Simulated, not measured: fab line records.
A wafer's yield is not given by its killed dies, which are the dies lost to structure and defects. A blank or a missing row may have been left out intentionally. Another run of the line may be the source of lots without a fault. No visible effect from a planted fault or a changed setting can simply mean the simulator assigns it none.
A struck lot beside a sound one | flow nand_harc | 14 steps out of a route of 1159
Sound: these wafers, L457.2, L457.3, L457.5. Struck: wafer L467.5 (L467.1, L467.3, from the same lot, were not struck and are left out); the cause is given at the end.
Order at every step that has rows: each side's tool, ch and its chambers, its first start. Under that, the readings that differ: sound wafers | struck wafers | difference of the means | sigmas: that difference in standard deviations of wafers without a fault.
alike: readings with means less than 2 such deviations apart, plus words and numbers identical on both sides. not compared: withheld readings, readings lacking a value on some wafer, bounds such as >300 that could conceal the same value, and numbers that have no deviation in the record and whose values overlap.
The two part at a step that has a row with sigmas, a row that says differs or no value, or rows on one side only. Numbers that have no deviation but don't overlap get no sigmas and don't part them. A reading that every wafer of one side lacks parts them only if that side has two wafers or more.

NHARC_A_SOURCE_PLATE_THK_MEAS_06: measures by ellipsometry.
  sound on film_metro-01 at day 8 20:28; struck on film_metro-01 at day 11 16:49
  alike: thk_nm
NHARC_A_SOURCE_PLATE_INSPECT_08:
  sound on defect_inspect-02 at day 8 20:32; struck on defect_inspect-02 at day 11 16:53
  alike: raw_defect_count
following that, 1 step holds no rows for these wafers, namely NHARC_A_ONON_D1_DEP_00 (target thickness 1000 nm).
NHARC_A_ONON_D1_THK_MEAS_02: measures by ellipsometry.
  sound on film_metro-02 at day 8 21:06; struck on film_metro-01 at day 11 17:28
  reading     | sound       | struck | difference | sigmas
  thk_nm (nm) | 982 984 981 | 1005   | +23        | +2
following that, 1 step holds no rows for these wafers, namely NHARC_A_ONON_D1_DEP_03 (target thickness 1000 nm).
NHARC_A_ONON_D1_THK_MEAS_05: measures by ellipsometry.
  sound on film_metro-02 at day 8 21:40; struck on film_metro-01 at day 11 18:02
  alike: thk_nm
following that, 1 step holds no rows for these wafers, namely NHARC_A_ONON_D1_DEP_06 (target thickness 1000 nm).
NHARC_A_ONON_D1_THK_MEAS_08: measures by ellipsometry.
  sound on film_metro-02 at day 8 22:14; struck on film_metro-02 at day 11 18:37
  reading     | sound       | struck | difference | sigmas
  thk_nm (nm) | 989 991 991 | 1020   | +30        | +3
following that, 1 step holds no rows for these wafers, namely NHARC_A_ONON_D1_DEP_09 (target thickness 1000 nm).
NHARC_A_ONON_D1_THK_MEAS_11: measures by ellipsometry.
  sound on film_metro-02 at day 8 22:49; struck on film_metro-01 at day 11 19:11
  alike: thk_nm
NHARC_A_ONON_D1_DEP_12: target thk 1000 nm.
  sound on pecvd_onon-02 ch 0, day 8 22:55; struck on pecvd_onon-02 ch 0, day 11 19:14
NHARC_A_ONON_D1_THK_MEAS_14: measures by ellipsometry.
  sound on film_metro-02 at day 8 23:23; struck on film_metro-01 at day 11 19:45
  reading     | sound       | struck | difference | sigmas
  thk_nm (nm) | 991 992 992 | 681    | -311       | -31
then, 1 step without rows for these wafers: NHARC_A_ONON_D1_ANNEAL_15 (time 3600 s).
-- the record jumps here: 12 days lie between the struck wafers' starts before and after (it left off in module A_ONON_D1 and takes up again in module END, whose first step shown is number 1159 of the route) --
NHARC_END_SORT_01:
  at this point the record logs the struck wafers (prober-02 ch 0, day 23 17:26) and has no rows for the sound ones

== WHERE THEY PART ==
First at NHARC_A_ONON_D1_THK_MEAS_02; last, within this record, at NHARC_END_SORT_01.

WHY: what had been put in by the simulator
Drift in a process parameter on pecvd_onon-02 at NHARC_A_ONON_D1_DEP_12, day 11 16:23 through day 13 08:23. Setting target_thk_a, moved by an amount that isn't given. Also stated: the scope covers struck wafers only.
